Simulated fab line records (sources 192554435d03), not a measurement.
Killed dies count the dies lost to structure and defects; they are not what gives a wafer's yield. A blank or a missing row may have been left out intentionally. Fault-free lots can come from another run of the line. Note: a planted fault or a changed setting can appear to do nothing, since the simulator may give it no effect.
Split-lot study -- flow n5_finfet -- 21 wafers read across 7 lots, on a route 1938 steps long

## THE SPLIT
At N5_BEOL_M13_ETCH_67 (etches SiARC in CF4, target depth 143 nm, time 238.3 s), the setting bias_w was moved away from the recipe's 36 W on 3 of the 21 wafers read, by -4.5% to +12.8%. For the rest of the wafers, this setting stayed at what the recipe calls for.

The split's own step is where the reading is taken.

## THE READING
rf_vpp_V, in V, at N5_BEOL_M13_ETCH_67 (etches SiARC in CF4, target depth 143 nm, time 238.3 s). Fault-free wafers of this fab line usually give 183.9 V, standard deviation 1.1 V.

wafer,"tool, chamber at the split","bias_w as run, W",against the recipe,"rf_vpp_V, V",against lot-mates on the recipe
L074.1,"rie_diel-02, 0",36,recipe,185.5,-
L074.4,"rie_diel-02, 3",36,recipe,184.2,-
L074.5,"rie_diel-02, 0",36,recipe,184.2,-
L080.1,"rie_diel-05, 2",36,recipe,185.4,-
L080.3,"rie_diel-05, 0",36,recipe,184.7,-
L080.5,"rie_diel-05, 3",36,recipe,184.0,-
L079.3,"rie_diel-06, 2",36,recipe,184.5,-
L079.4,"rie_diel-06, 0",36,recipe,181.6,-
L079.5,"rie_diel-06, 3",36,recipe,184.5,-
L082.2,"rie_diel-05, 1",36,recipe,185.6,-
L082.4,"rie_diel-05, 2",34.37,-4.5%,177.9,-7.7
L082.6,"rie_diel-05, 1",34.37,-4.5%,179.2,-6.4
L083.2,"rie_diel-05, 1",36,recipe,184.3,-
L083.4,"rie_diel-05, 1",36,recipe,185.1,-
L083.6,"rie_diel-05, 2",36,recipe,184.0,-
L088.2,"rie_diel-06, 2",40.61,+12.8%,199.9,+16.1
L088.3,"rie_diel-06, 0",36,recipe,182.2,-
L088.4,"rie_diel-06, 3",36,recipe,185.5,-
L095.2,"rie_diel-06, 3",36,recipe,184.2,-
L095.3,"rie_diel-06, 0",36,recipe,182.6,-
L095.6,"rie_diel-06, 2",36,recipe,182.9,-

THE FIT
A straight line over all 21 wafers: rf_vpp_V changes by +1.23 V for each +1% of bias_w; r = +0.96; the points scatter about the line by 1.1 V.
The same after taking each lot's own level away (the mean of its wafers on the recipe; 21 wafers): +1.32 V for each +1%; r = +0.97; scatter 0.99 V.
The reading moves by 17 V for the largest change in bias_w, on that fit.
Across the lots, their own levels run from 183.23 to 185.60 V, a range of 2.2 times the standard deviation given above.
The two slopes agree, so the slope changes little with the lot-to-lot level.
Check: +19.9 V against its lot-mates is what the line predicts for one of the wafers moved furthest among these (+12.8%) when that wafer is left out of the fit. Against them it came out at +16.1 V.
Tool readings at the split's step, against how far the setting was moved: rf_vpp_V r = +0.96.

## OTHER SPLITS ON THESE WAFERS
Other splits were also applied to these wafers ahead of the reading. Each is held against what the fit with the lots' levels taken away leaves over:
other split on the same wafers,wafers away from the commonest value,r with rf_vpp_V (lot level and that fit taken away)
N5_BEOL_M10_ILD_DEP_00 time_s,10,+0.06
N5_BEOL_M11_EXPOSE_08 dose_mj,8,-0.15
N5_BEOL_M11_DESCUM_16 time_s,9,-0.10
N5_BEOL_M12_COAT_22 spin_rpm,10,-0.16
N5_BEOL_M13_EXPOSE_25 dose_mj,3,+0.30

## THE FILE'S OWN FIT
rf_vpp_V changes by +1.28 V for each +1% of bias_w, r = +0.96.
